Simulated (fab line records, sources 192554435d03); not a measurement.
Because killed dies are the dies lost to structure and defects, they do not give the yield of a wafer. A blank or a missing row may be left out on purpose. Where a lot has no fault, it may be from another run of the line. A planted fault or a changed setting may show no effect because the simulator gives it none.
Comparing a struck lot with a sound one || flow n5-finfet || 41 out of 1938 route steps
Sound: these wafers, L486.1, L486.5, L486.6. Wafers struck: L473.2, L473.3, L473.4. At the end, the cause is stated.
Each step with rows lists, per side, the tool, then ch with its chambers, then its first start. Under that, the readings that differ: sound wafers || struck wafers || difference of the means || sigmas: that difference in standard deviations of wafers without a fault.
alike: readings whose means differ by less than 2 such deviations, and words and numbers that are the same on both sides. not compared: withheld readings, readings that some wafer has no value for, bounds like >300 that may hide the same value, and numbers for which the record gives no deviation and whose values overlap.
A row with sigmas, a row that says differs or no value, or rows on one side alone: a step with any of these is where the two part. Numbers that have no deviation but don't overlap get no sigmas and don't part them. A reading that every wafer of one side lacks parts them only if that side has two wafers or more.

first, 9 steps without rows for these wafers: N5_DUMMY_GATE_EXPOSE_12 (exposes mask GATE, target cd 25 nm); N5_DUMMY_GATE_PEB_13 (peb time 60 s); N5_DUMMY_GATE_DEVELOP_14 (develop time 30 s); N5_DUMMY_GATE_DESCUM_20 (chemistry O2, time 6.2 s); N5_DUMMY_GATE_ETCH_29 (etches underlayer in N2/H2, target depth 13 nm); N5_DUMMY_GATE_ETCH_36 (etches SiARC in CF4, target depth 13 nm); N5_DUMMY_GATE_ETCH_37 (etches SOC in N2/H2, target depth 60 nm, overetch 30 nm); N5_DUMMY_GATE_STRIP_38 (strips in N2/H2); N5_DUMMY_GATE_STRIP_39 (strips in N2/H2).
N5_DUMMY_GATE_TRIM_49: chemistry O2, time 29 s, target cd 14 nm.
  sound on rie-si-02 ch 1,2,3, day 8 09:07; struck on rie-si-05 ch 0,2,3, day 5 00:59
  alike: drypump-motor-current-A, oes-product-au, rf-fwd-power-W, throttle-valve-pct
  not compared: rf-hours-counter-h
then, 14 steps without rows for these wafers: N5_DUMMY_GATE_STRIP_40 (strips in CF4); N5_DUMMY_GATE_ETCH_31 (etches SiO2 in C4F6/O2, target depth 82.5 nm, time 27.5 s); N5_DUMMY_GATE_STRIP_41 (strips in O2); N5_DUMMY_GATE_HM_OPEN_21 (chemistry CH3F/O2, target SiNx, target depth 120 nm, time 171.4 s); N5_DUMMY_GATE_ETCH_32 (etches SiO2 in CF4, target depth 3.5 nm, time 3.9 s); N5_DUMMY_GATE_ETCH_23 (etches poly-Si in HBr/Cl2/O2, target depth 41 nm, time 22.3 s); N5_DUMMY_GATE_ETCH_44 (etches poly-Si in HBr/O2, stops on SiO2, target depth 127.5 nm); N5_DUMMY_GATE_ETCH_42 (etches SiO2 in CHF3/O2, target depth 3.5 nm, time 31 s); N5_DUMMY_GATE_STRIP_48 (strips in N2/H2, time 20 s); N5_DUMMY_GATE_PRECLEAN_33 (cleans in dHF, time 10 s); N5_DUMMY_GATE_PRECLEAN_25 (cleans in O3/DIW, time 45 s); N5_DUMMY_GATE_PRECLEAN_51 (cleans in SC2, time 45 s); N5_DUMMY_GATE_SRD_26 (time 30 s); N5_DUMMY_GATE_UV_OZONE_45 (time 120 s).
N5_DUMMY_GATE_INSPECT_27: inspects for defects (brightfield).
  sound on defect-inspect-02 at day 8 10:03; struck on defect-inspect-02 at day 5 01:55
{"reading": "raw-defect-count", "sound": "355 201 232", "struck": "1784 1806 1765", "difference": "+1522", "sigmas": "+21"}
then, 3 steps without rows for these wafers: N5_SPACER0_ALD_07 (deposits SiNx, target thk 2 nm); N5_SPACER0_ALD_00 (deposits SiOCN, target thk 3.5 nm, pulse time 3 s, purge time 2 s); N5_SPACER0_ALD_08 (deposits SiNx, target thk 2 nm).
N5_SPACER0_INSPECT_04: inspects for defects (darkfield).
  sound on defect-inspect-02 at day 8 11:46; struck on defect-inspect-02 at day 5 05:38
{"reading": "raw-defect-count", "sound": "153 111 107", "struck": "1573 1564 1544", "difference": "+1437", "sigmas": "+44"}
then, 8 steps without rows for these wafers: N5_SD_EPI_N_COAT_32 (time 60 s, resist thk 350 nm); N5_SD_EPI_N_COAT_33 (time 60 s, resist thk 35 nm); N5_SD_EPI_N_COAT_03 (resist thk 150 nm); N5_SD_EPI_N_EBR_05; N5_SD_EPI_N_SOFTBAKE_04 (time 60 s); N5_SD_EPI_N_EXPOSE_06 (exposes mask SD N BLK, target cd 120 nm); N5_SD_EPI_N_PEB_07 (peb time 60 s); N5_SD_EPI_N_DEVELOP_08 (develop time 30 s).
N5_SD_EPI_N_INSPECT_11: inspects for defects (macro).
  sound on defect-inspect-02 at day 8 12:06; struck on defect-inspect-01 at day 5 06:05
{"reading": "raw-defect-count", "sound": "4 2 0", "struck": ">300 >300 >300", "difference": "differs", "sigmas": ""}
N5_SD_EPI_N_INSPECT_26: inspects for defects (darkfield).
  sound on defect-inspect-01 at day 8 16:52; struck on defect-inspect-01 at day 5 10:05
{"reading": "raw-defect-count", "sound": "217 173 163", "struck": "1654 1646 1605", "difference": "+1451", "sigmas": "+35"}
-- record jumps: 5 days separate the struck wafers' starts on either side; left off in module SD_EPI_N, taken up again in module BEOL_M4, whose first shown step is the route's number 1111 --
N5_BEOL_M4_RC_MEAS_101:
  sound on prober-01 ch 0, day 13 16:14; struck on prober-01 ch 0, day 10 08:20
  alike: DIBL_N, DIBL_P, IOFF_N, IOFF_P, ION_N, ION_P, SS_N, SS_P, VT_N, VT_P
-- the record jumps here: 4 days lie between the struck wafers' starts before and after (it left off in module BEOL_M4 and takes up again in module PASSIVATION, whose first step shown is number 1936 of the route) --
N5_PASSIVATION_PROBE_49:
  sound on prober-02 at day 18 09:47; struck on prober-02 at day 14 13:32
{"reading": "defect-limited-yield (%)", "sound": "91.1 91.0 91.6", "struck": "83.1 78.6 84.3", "difference": -9.2, "sigmas": -6}
{"reading": "killed-at-front-end", "sound": "50 46 46", "struck": "150 199 137", "difference": "+115", "sigmas": "+10"}
{"reading": "killed-dies", "sound": "105 106 99", "struck": "199 252 185", "difference": "+109", "sigmas": "+6"}
{"reading": "killed-on-rim", "sound": "11 9 16", "struck": "28 15 32", "difference": "+13", "sigmas": "+4"}
{"reading": "sort_bin_5_function (%)", "sound": "5.6 4.7 4.9", "struck": "9.3 13.1 8.8", "difference": "+5.3", "sigmas": "+6"}
{"reading": "sort-n-pass", "sound": "1075 1074 1081", "struck": "981 928 995", "difference": -109, "sigmas": -6}
{"reading": "sort-yield-pct (%)", "sound": "91.1 91.0 91.6", "struck": "83.1 78.6 84.3", "difference": -9.2, "sigmas": -6}
  alike: killed_at_M0_to_M3, killed_at_M4_up, killed-at-contacts, killed-at-other, killed-open, killed-short, sort_bin_6_memory

## WHERE THEY PART
Earliest at N5_DUMMY_GATE_INSPECT_27; latest, in this record, at N5_PASSIVATION_PROBE_49.

WHY: what had been put in by the simulator
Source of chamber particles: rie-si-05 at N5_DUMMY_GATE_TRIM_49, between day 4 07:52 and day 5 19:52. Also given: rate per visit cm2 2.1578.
